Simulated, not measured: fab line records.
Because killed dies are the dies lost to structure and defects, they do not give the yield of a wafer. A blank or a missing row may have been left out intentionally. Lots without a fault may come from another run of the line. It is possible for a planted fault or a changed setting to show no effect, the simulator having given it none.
Which tool is to blame? | flow nandHarc | Sampling: 21 lots, 63 wafers, 6 of 1159 route steps

WHAT EACH GAUGE READ, for each wafer
No reading from a measuring or inspecting step in the record can be judged against a usual standard deviation.

WHICH TOOL RAN EACH LOT (tool, then ch and the chambers of the sampled wafers, then the start)
lot  | NHARC_A_STAIRCASE_TRIM_14                    | NHARC_A_STAIRCASE_TRIM_191                   | NHARC_A_STAIRCASE_TRIM_220        | NHARC_A_STAIRCASE_TRIM_224    | NHARC_A_STAIRCASE_TRIM_231    | NHARC_A_STAIRCASE_ETCH_234
L075 | rieDiel-02 ch 0,1,2, day 11 00:28 or earlier | rieDiel-09 ch 1,2,3, day 11 00:28 or earlier | rieDiel-02 ch 0,1,3, day 11 00:28 | rieDiel-02 ch 0,1,2, no start | rieDiel-09 ch 0,2,3, no start | rieDiel-09 ch 1,2,3, no start
L074 | rieDiel-02 ch 1,2,3, day 11 00:57 or earlier | rieDiel-03 ch 1,2,3, day 11 00:57 or earlier | rieDiel-03 ch 0,1,2, day 11 00:57 | rieDiel-03 ch 0,1,2, no start | rieDiel-02 ch 0,1,2, no start | rieDiel-02 ch 0,1,3, no start
L076 | rieDiel-09 ch 1,2,3, day 11 21:22 or earlier | rieDiel-02 ch 0,1,3, day 11 21:22 or earlier | rieDiel-03 ch 0,2,3, day 11 21:22 | rieDiel-03 ch 0,1,2, no start | rieDiel-03 ch 1,2,3, no start | rieDiel-03 ch 1,2, no start
L079 | rieDiel-03 ch 1,2, day 12 05:32 or earlier   | rieDiel-02 ch 0,1, day 12 05:32 or earlier   | rieDiel-02 ch 2,3, day 12 05:32   | rieDiel-02 ch 0,1,2, no start | rieDiel-09 ch 0,1,3, no start | rieDiel-09 ch 1,2,3, no start
L078 | rieDiel-02 ch 0,1,2, day 12 06:02 or earlier | rieDiel-02 ch 0,1, day 12 06:02 or earlier   | rieDiel-09 ch 1,2,3, day 12 06:02 | rieDiel-09 ch 0,1,3, no start | rieDiel-03 ch 0,1,3, no start | rieDiel-03 ch 0,2,3, no start
L081 | rieDiel-09 ch 0,2,3, day 12 10:34 or earlier | rieDiel-03 ch 0,2,3, day 12 10:34 or earlier | rieDiel-03 ch 0,1,2, day 12 10:34 | rieDiel-03 ch 0,1,3, no start | rieDiel-03 ch 0,1,2, no start | rieDiel-03 ch 0,1,2, no start
L080 | rieDiel-09 ch 0,2,3, day 12 11:23 or earlier | rieDiel-03 ch 0,1,3, day 12 11:23 or earlier | rieDiel-09 ch 0,1,3, day 12 11:23 | rieDiel-09 ch 0,1,3, no start | rieDiel-09 ch 0,2,3, no start | rieDiel-09 ch 1,2, no start
L082 | rieDiel-03 ch 0,1,2, day 13 04:50 or earlier | rieDiel-03 ch 0,2,3, day 13 04:50 or earlier | rieDiel-02 ch 1,2,3, day 13 04:50 | rieDiel-02 ch 2,3, no start   | rieDiel-03 ch 2,3, no start   | rieDiel-03 ch 0,1,3, no start
L083 | rieDiel-09 ch 0,1, day 13 03:59 or earlier   | rieDiel-09 ch 0,1, day 13 03:59 or earlier   | rieDiel-03 ch 1,2,3, day 13 03:59 | rieDiel-03 ch 2,3, no start   | rieDiel-03 ch 0,3, no start   | rieDiel-03 ch 1,3, no start
L084 | rieDiel-03 ch 1,2,3, day 13 22:22 or earlier | rieDiel-03 ch 0,3, day 13 22:22 or earlier   | rieDiel-03 ch 1,2,3, day 13 22:22 | rieDiel-03 ch 0,3, no start   | rieDiel-03 ch 0,1,2, no start | rieDiel-03 ch 0,1,3, no start
L085 | rieDiel-09 ch 0,1,2, day 14 08:12 or earlier | rieDiel-02 ch 0,3, day 14 08:12 or earlier   | rieDiel-09 ch 0,1,2, day 14 08:12 | rieDiel-09 ch 0,1, no start   | rieDiel-02 ch 0,2,3, no start | rieDiel-02 ch 0,3, no start
L086 | rieDiel-03 ch 0,2,3, day 14 08:26 or earlier | rieDiel-02 ch 1,2,3, day 14 08:26 or earlier | rieDiel-03 ch 1,2,3, day 14 08:26 | rieDiel-03 ch 0,1,3, no start | rieDiel-03 ch 0,1,3, no start | rieDiel-03 ch 1,2,3, no start
L088 | rieDiel-03 ch 1,2, day 14 13:56 or earlier   | rieDiel-09 ch 0,3, day 14 13:56 or earlier   | rieDiel-02 ch 0,1,3, day 14 13:56 | rieDiel-02 ch 2,3, no start   | rieDiel-03 ch 0,3, no start   | rieDiel-03 ch 0,1,3, no start
L087 | rieDiel-09 ch 0,2, day 14 14:13 or earlier   | rieDiel-02 ch 0,2, day 14 14:13 or earlier   | rieDiel-09 ch 0,3, day 14 14:13   | rieDiel-09 ch 1,2,3, no start | rieDiel-03 ch 0,2,3, no start | rieDiel-03 ch 1,2,3, no start
L090 | rieDiel-09 ch 0,3, day 15 04:07 or earlier   | rieDiel-03 ch 0,1,2, day 15 04:07 or earlier | rieDiel-02 ch 0,3, day 15 04:07   | rieDiel-02 ch 0,1,2, no start | rieDiel-03 ch 1,2, no start   | rieDiel-03 ch 1,2, no start
L089 | rieDiel-03 ch 0,1,3, day 15 05:21 or earlier | rieDiel-09 ch 1,3, day 15 05:21 or earlier   | rieDiel-09 ch 0,3, day 15 05:21   | rieDiel-09 ch 1,2,3, no start | rieDiel-02 ch 0,1, no start   | rieDiel-02 ch 1,2,3, no start
L092 | rieDiel-03 ch 2,3, day 15 11:13 or earlier   | rieDiel-03 ch 1,2, day 15 11:13 or earlier   | rieDiel-09 ch 1,2,3, day 15 11:13 | rieDiel-09 ch 0,1,3, no start | rieDiel-09 ch 0,3, no start   | rieDiel-09 ch 1,2, no start
L091 | rieDiel-09 ch 0,2,3, day 15 11:03 or earlier | rieDiel-09 ch 0,2,3, day 15 11:03 or earlier | rieDiel-03 ch 1,2,3, day 15 11:03 | rieDiel-03 ch 1,2,3, no start | rieDiel-03 ch 0,2,3, no start | rieDiel-03 ch 0,3, no start
L093 | rieDiel-02 ch 0,1, day 15 16:17 or earlier   | rieDiel-02 ch 0,2, day 15 16:17 or earlier   | rieDiel-09 ch 1,2,3, day 15 16:17 | rieDiel-09 ch 0,1, no start   | rieDiel-03 ch 1,3, no start   | rieDiel-03 ch 0,3, no start
L094 | rieDiel-09 ch 0,2,3, day 16 01:41 or earlier | rieDiel-02 ch 1,2,3, day 16 01:41 or earlier | rieDiel-03 ch 0,1,3, day 16 01:41 | rieDiel-03 ch 0,2,3, no start | rieDiel-02 ch 0,2,3, no start | rieDiel-02 ch 1,2,3, no start
L095 | rieDiel-03 ch 0,1,2, day 16 14:43 or earlier | rieDiel-09 ch 2,3, day 16 14:43 or earlier   | rieDiel-02 ch 0,1,3, day 16 14:43 | rieDiel-02 ch 0,2,3, no start | rieDiel-03 ch 0,3, no start   | rieDiel-03 ch 0,2, no start
- NHARC_A_STAIRCASE_TRIM_14: chemistry O2, time 211.2 s.
- NHARC_A_STAIRCASE_TRIM_191: chemistry O2, time 211.2 s.
- NHARC_A_STAIRCASE_TRIM_220: chemistry O2, time 211.2 s.
- NHARC_A_STAIRCASE_TRIM_224: chemistry O2, time 211.2 s.
- NHARC_A_STAIRCASE_TRIM_231: chemistry O2, time 211.2 s.
- NHARC_A_STAIRCASE_ETCH_234: etches the open film in C4F8/O2, target depth 100 nm, time 40.5 s.

WHAT THE TOOLS THEMSELVES READ (means of the sampled wafers that have a number; where no wafer has one, the mark that the record gives instead)
NHARC_A_STAIRCASE_TRIM_14. Usual: drypumpMotorCurrentA 5.7 A, standard deviation 0.35; oesProductAu 1.003 a.u., standard deviation 0.011; rfVppV 57.8 V, standard deviation 0.99; showerheadPlenumPTorr 3.52 Torr, standard deviation 0.19; throttleValvePct 17.037 %, standard deviation 0.0076.
lot  | tool       | drypumpMotorCurrentA (A) | oesProductAu (a.u.) | rfVppV (V) | showerheadPlenumPTorr (Torr) | throttleValvePct (%) | flag
L075 | rieDiel-02 | 5.8                      | 0.988               | 57.8       | 3.63                         | 17.041               | 
L074 | rieDiel-02 | 5.7                      | 0.991               | 57.9       | 3.57                         | 17.036               | 
L076 | rieDiel-09 | 5.7                      | 1.010               | 57.5       | 3.68                         | 17.032               | 
L079 | rieDiel-03 | 5.4                      | 1.002               | 57.6       | 3.63                         | 17.031               | 
L078 | rieDiel-02 | 5.8                      | 1.003               | 58.4       | 3.63                         | 17.031               | 
L081 | rieDiel-09 | 5.8                      | 1.010               | 57.9       | 3.57                         | 17.038               | 
L080 | rieDiel-09 | 5.8                      | 1.012               | 58.2       | 3.57                         | 17.047               | 
L082 | rieDiel-03 | 5.5                      | 1.010               | 58.0       | 3.50                         | 17.034               | 
L083 | rieDiel-09 | 5.4                      | 1.002               | 56.5       | 3.47                         | 17.037               | 
L084 | rieDiel-03 | 5.8                      | 1.004               | 57.2       | 3.47                         | 17.036               | 
L085 | rieDiel-09 | 5.4                      | 1.009               | 58.1       | 3.53                         | 17.030               | 
L086 | rieDiel-03 | 5.6                      | 1.014               | 58.0       | 3.50                         | 17.031               | 
L088 | rieDiel-03 | 5.4                      | 1.000               | 58.2       | 3.62                         | 17.029               | 
L087 | rieDiel-09 | 5.6                      | 1.007               | 57.8       | 3.49                         | 17.041               | 
L090 | rieDiel-09 | 5.8                      | 1.010               | 58.2       | 3.48                         | 17.038               | 
L089 | rieDiel-03 | 5.7                      | 1.007               | 57.1       | 3.33                         | 17.040               | 
L092 | rieDiel-03 | 5.9                      | 1.001               | 57.3       | 3.47                         | 17.034               | 
L091 | rieDiel-09 | 5.8                      | 1.004               | 57.3       | 3.55                         | 17.042               | 
L093 | rieDiel-02 | 5.7                      | 1.009               | 57.5       | 3.53                         | 17.032               | 
L094 | rieDiel-09 | 5.8                      | 1.009               | 58.2       | 3.55                         | 17.042               | 
L095 | rieDiel-03 | 5.4                      | 0.998               | 57.9       | 3.48                         | 17.037               | 

NHARC_A_STAIRCASE_TRIM_191. Usual: drypumpMotorCurrentA 5.7 A, standard deviation 0.32; oesProductAu 1.002 a.u., standard deviation 0.011; rfVppV 57.8 V, standard deviation 0.81; showerheadPlenumPTorr 3.52 Torr, standard deviation 0.17; throttleValvePct 17.036 %, standard deviation 0.0092.
lot  | tool       | drypumpMotorCurrentA (A) | oesProductAu (a.u.) | rfVppV (V) | showerheadPlenumPTorr (Torr) | throttleValvePct (%) | flag
L075 | rieDiel-09 | 5.7                      | 1.003               | 58.0       | 3.68                         | 17.029               | 
L074 | rieDiel-03 | 5.7                      | 0.999               | 57.4       | 3.48                         | 17.038               | 
L076 | rieDiel-02 | 5.7                      | 0.999               | 57.5       | 3.48                         | 17.035               | 
L079 | rieDiel-02 | 5.7                      | 1.002               | 58.0       | 3.55                         | 17.031               | 
L078 | rieDiel-02 | 5.7                      | 0.988               | 57.9       | 3.55                         | 17.025               | 
L081 | rieDiel-03 | 5.6                      | 1.009               | 56.9       | 3.51                         | 17.033               | 
L080 | rieDiel-03 | 5.7                      | 1.011               | 58.5       | 3.34                         | 17.042               | 
L082 | rieDiel-03 | 5.6                      | 1.003               | 57.5       | 3.50                         | 17.037               | 
L083 | rieDiel-09 | 5.3                      | 0.994               | 57.7       | 3.58                         | 17.038               | 
L084 | rieDiel-03 | 5.6                      | 1.012               | 57.4       | 3.37                         | 17.027               | 
L085 | rieDiel-02 | 5.7                      | 1.002               | 58.0       | 3.40                         | 17.036               | 
L086 | rieDiel-02 | 5.7                      | 0.987               | 57.7       | 3.56                         | 17.044               | 
L088 | rieDiel-09 | 5.8                      | 1.004               | 57.4       | 3.49                         | 17.039               | 
L087 | rieDiel-02 | 5.8                      | 0.999               | 57.6       | 3.61                         | 17.032               | 
L090 | rieDiel-03 | 5.4                      | 1.008               | 57.6       | 3.49                         | 17.042               | 
L089 | rieDiel-09 | 5.9                      | 1.000               | 58.4       | 3.73                         | 17.033               | 
L092 | rieDiel-03 | 5.6                      | 0.999               | 58.0       | 3.45                         | 17.038               | 
L091 | rieDiel-09 | 5.8                      | 1.007               | 57.9       | 3.55                         | 17.036               | 
L093 | rieDiel-02 | 5.8                      | 0.998               | 58.4       | 3.61                         | 17.037               | 
L094 | rieDiel-02 | 5.7                      | 0.993               | 58.3       | 3.55                         | 17.030               | 
L095 | rieDiel-09 | 6.0                      | 1.008               | 57.9       | 3.68                         | 17.035               | 

NHARC_A_STAIRCASE_TRIM_220. Usual: drypumpMotorCurrentA 5.7 A, standard deviation 0.34; oesProductAu 1.003 a.u., standard deviation 0.01; rfVppV 57.7 V, standard deviation 0.95; showerheadPlenumPTorr 3.52 Torr, standard deviation 0.19; throttleValvePct 17.036 %, standard deviation 0.0091.
lot  | tool       | drypumpMotorCurrentA (A) | oesProductAu (a.u.) | rfVppV (V) | showerheadPlenumPTorr (Torr) | throttleValvePct (%) | flag
L075 | rieDiel-02 | 5.7                      | 0.999               | 57.4       | 3.48                         | 17.030               | 
L074 | rieDiel-03 | 5.4                      | 1.009               | 57.3       | 3.51                         | 17.050               | 
L076 | rieDiel-03 | 5.6                      | 1.004               | 59.0       | 3.51                         | 17.033               | 
L079 | rieDiel-02 | 5.8                      | 0.997               | 57.4       | 3.64                         | 17.037               | 
L078 | rieDiel-09 | 5.7                      | 0.994               | 59.2       | 3.68                         | 17.031               | 
L081 | rieDiel-03 | 5.4                      | 1.007               | 58.3       | 3.50                         | 17.031               | 
L080 | rieDiel-09 | 5.7                      | 0.991               | 56.4       | 3.61                         | 17.035               | 
L082 | rieDiel-02 | 5.7                      | 0.997               | 58.1       | 3.56                         | 17.040               | 
L083 | rieDiel-03 | 5.8                      | 1.003               | 56.9       | 3.47                         | 17.035               | 
L084 | rieDiel-03 | 5.8                      | 1.001               | 57.6       | 3.47                         | 17.036               | 
L085 | rieDiel-09 | 5.4                      | 1.012               | 57.6       | 3.53                         | 17.021               | 
L086 | rieDiel-03 | 5.7                      | 1.007               | 57.0       | 3.47                         | 17.040               | 
L088 | rieDiel-02 | 5.7                      | 1.004               | 57.2       | 3.47                         | 17.034               | 
L087 | rieDiel-09 | 5.8                      | 1.004               | 57.6       | 3.49                         | 17.033               | 
L090 | rieDiel-02 | 5.7                      | 1.006               | 58.0       | 3.47                         | 17.041               | 
L089 | rieDiel-09 | 6.0                      | 1.004               | 57.5       | 3.62                         | 17.032               | 
L092 | rieDiel-09 | 5.7                      | 1.004               | 58.2       | 3.66                         | 17.033               | 
L091 | rieDiel-03 | 5.7                      | 1.000               | 58.1       | 3.46                         | 17.034               | 
L093 | rieDiel-09 | 5.7                      | 1.007               | 58.7       | 3.66                         | 17.032               | 
L094 | rieDiel-03 | 5.7                      | 0.998               | 57.7       | 3.33                         | 17.033               | 
L095 | rieDiel-02 | 5.6                      | 1.000               | 57.1       | 3.46                         | 17.034               | 

NHARC_A_STAIRCASE_TRIM_224. Usual: drypumpMotorCurrentA 5.6 A, standard deviation 0.33; oesProductAu 1.002 a.u., standard deviation 0.01; rfVppV 57.7 V, standard deviation 0.88; showerheadPlenumPTorr 3.51 Torr, standard deviation 0.18; throttleValvePct 17.037 %, standard deviation 0.0094.
lot  | tool       | drypumpMotorCurrentA (A) | oesProductAu (a.u.) | rfVppV (V) | showerheadPlenumPTorr (Torr) | throttleValvePct (%) | flag
L075 | rieDiel-02 | 5.8                      | 0.990               | 57.3       | 3.63                         | 17.033               | 
L074 | rieDiel-03 | 5.4                      | 1.011               | 57.4       | 3.51                         | 17.033               | 
L076 | rieDiel-03 | 5.4                      | 1.009               | 58.2       | 3.50                         | 17.045               | 
L079 | rieDiel-02 | 5.8                      | 0.989               | 58.1       | 3.62                         | 17.034               | 
L078 | rieDiel-09 | 5.7                      | 0.995               | 58.3       | 3.61                         | 17.035               | 
L081 | rieDiel-03 | 5.7                      | 1.006               | 57.5       | 3.34                         | 17.039               | 
L080 | rieDiel-09 | 5.7                      | 0.993               | 57.8       | 3.61                         | 17.044               | 
L082 | rieDiel-02 | 5.8                      | 0.987               | 58.3       | 3.63                         | 17.035               | 
L083 | rieDiel-03 | 5.9                      | 1.002               | 57.7       | 3.48                         | 17.034               | 
L084 | rieDiel-03 | 5.6                      | 1.009               | 57.3       | 3.37                         | 17.046               | 
L085 | rieDiel-09 | 5.3                      | 1.000               | 57.8       | 3.57                         | 17.044               | 
L086 | rieDiel-03 | 5.7                      | 1.006               | 56.8       | 3.34                         | 17.040               | 
L088 | rieDiel-02 | 5.7                      | 1.001               | 57.3       | 3.48                         | 17.036               | 
L087 | rieDiel-09 | 5.7                      | 1.009               | 59.2       | 3.67                         | 17.039               | 
L090 | rieDiel-02 | 5.8                      | 0.998               | 56.7       | 3.61                         | 17.042               | 
L089 | rieDiel-09 | 5.7                      | 1.002               | 58.5       | 3.66                         | 17.036               | 
L092 | rieDiel-09 | 5.7                      | 1.004               | 58.8       | 3.59                         | 17.043               | 
L091 | rieDiel-03 | 5.8                      | 1.005               | 58.5       | 3.46                         | 17.039               | 
L093 | rieDiel-09 | 5.3                      | 1.008               | 57.1       | 3.56                         | 17.044               | 
L094 | rieDiel-03 | 5.6                      | 1.002               | 57.2       | 3.49                         | 17.033               | 
L095 | rieDiel-02 | 5.8                      | 1.004               | 57.9       | 3.54                         | 17.021               | 

NHARC_A_STAIRCASE_TRIM_231. Usual: drypumpMotorCurrentA 5.7 A, standard deviation 0.36; oesProductAu 1.003 a.u., standard deviation 0.01; rfVppV 57.6 V, standard deviation 0.9; showerheadPlenumPTorr 3.49 Torr, standard deviation 0.19; throttleValvePct 17.035 %, standard deviation 0.0088.
lot  | tool       | drypumpMotorCurrentA (A) | oesProductAu (a.u.) | rfVppV (V) | showerheadPlenumPTorr (Torr) | throttleValvePct (%) | flag
L075 | rieDiel-09 | 5.8                      | 1.007               | 58.0       | 3.57                         | 17.032               | 
L074 | rieDiel-02 | 5.8                      | 0.989               | 57.4       | 3.63                         | 17.042               | 
L076 | rieDiel-03 | 5.7                      | 0.992               | 57.0       | 3.48                         | 17.036               | 
L079 | rieDiel-09 | 5.7                      | 0.997               | 58.4       | 3.61                         | 17.038               | 
L078 | rieDiel-03 | 5.7                      | 1.003               | 58.0       | 3.34                         | 17.045               | 
L081 | rieDiel-03 | 5.4                      | 1.001               | 57.9       | 3.50                         | 17.030               | 
L080 | rieDiel-09 | 5.8                      | 1.011               | 58.5       | 3.57                         | 17.042               | 
L082 | rieDiel-03 | 5.9                      | 1.010               | 57.8       | 3.48                         | 17.024               | 
L083 | rieDiel-03 | 5.6                      | 1.009               | 57.4       | 3.37                         | 17.045               | 
L084 | rieDiel-03 | 5.4                      | 1.008               | 58.0       | 3.49                         | 17.025               | 
L085 | rieDiel-02 | 5.8                      | 1.003               | 57.7       | 3.55                         | 17.037               | 
L086 | rieDiel-03 | 5.7                      | 1.008               | 57.0       | 3.34                         | 17.032               | 
L088 | rieDiel-03 | 5.9                      | 1.004               | 57.6       | 3.34                         | 17.043               | 
L087 | rieDiel-03 | 5.6                      | 1.007               | 58.4       | 3.50                         | 17.032               | 
L090 | rieDiel-03 | 5.5                      | 0.995               | 57.9       | 3.61                         | 17.034               | 
L089 | rieDiel-02 | 5.7                      | 1.005               | 57.7       | 3.53                         | 17.030               | 
L092 | rieDiel-09 | 6.0                      | 1.017               | 57.9       | 3.61                         | 17.033               | 
L091 | rieDiel-03 | 5.6                      | 1.007               | 57.4       | 3.49                         | 17.032               | 
L093 | rieDiel-03 | 5.9                      | 0.996               | 57.4       | 3.29                         | 17.034               | 
L094 | rieDiel-02 | 5.8                      | 0.996               | 57.2       | 3.54                         | 17.029               | 
L095 | rieDiel-03 | 5.9                      | 1.008               | 57.6       | 3.33                         | 17.037               | 

NHARC_A_STAIRCASE_ETCH_234. Usual: biasW 1000.4 W, standard deviation 2.9; oesProductAu 0.945 a.u., standard deviation 0.013; rfVppV 895 V, standard deviation 6.8.
lot  | tool       | biasW (W) | oesProductAu (a.u.) | rfVppV (V) | flag
L075 | rieDiel-09 | 998.4     | 0.961               | 901        | 
L074 | rieDiel-02 | 1000.7    | 0.941               | 895        | 
L076 | rieDiel-03 | 998.4     | 0.945               | 900        | 
L079 | rieDiel-09 | 1000.4    | 0.943               | 900        | 
L078 | rieDiel-03 | 1003.2    | 0.930               | 895        | 
L081 | rieDiel-03 | 1001.4    | 0.947               | 895        | 
L080 | rieDiel-09 | 1003.2    | 0.930               | 899        | 
L082 | rieDiel-03 | 1002.0    | 0.964               | 890        | 
L083 | rieDiel-03 | 998.1     | 0.946               | 886        | 
L084 | rieDiel-03 | 1001.2    | 0.940               | 889        | 
L085 | rieDiel-02 | 999.6     | 0.948               | 891        | 
L086 | rieDiel-03 | 1001.0    | 0.934               | 895        | 
L088 | rieDiel-03 | 1000.6    | 0.932               | 889        | 
L087 | rieDiel-03 | 998.6     | 0.959               | 892        | 
L090 | rieDiel-03 | 1003.0    | 0.944               | 899        | 
L089 | rieDiel-02 | 998.3     | 0.936               | 897        | 
L092 | rieDiel-09 | 1001.1    | 0.937               | 899        | 
L091 | rieDiel-03 | 999.1     | 0.950               | 889        | 
L093 | rieDiel-03 | 1003.4    | 0.953               | 890        | 
L094 | rieDiel-02 | 999.8     | 0.943               | 897        | 
L095 | rieDiel-03 | 1002.1    | 0.953               | 900        | 

THE ANSWER, worked out from the rows above alone
Rule: take the mean of a lot's wafers that have a number; if it is more than 3 standard deviations from the usual mean, the lot is off. Also off: a lot with no number at a reading for which 4 or more lots have one. Where the step has rows for the other lots, those lots are counted as sound. First the gauges in route order, then the tools' own readings, where a lot's mean is used as printed above. The first step at which some lot is off is used, and at that step the reading that is off furthest; a lot without a number counts as furthest.
No lot is off at any reading shown: from this, nothing can be told.

WHAT THE SIMULATOR PUT IN
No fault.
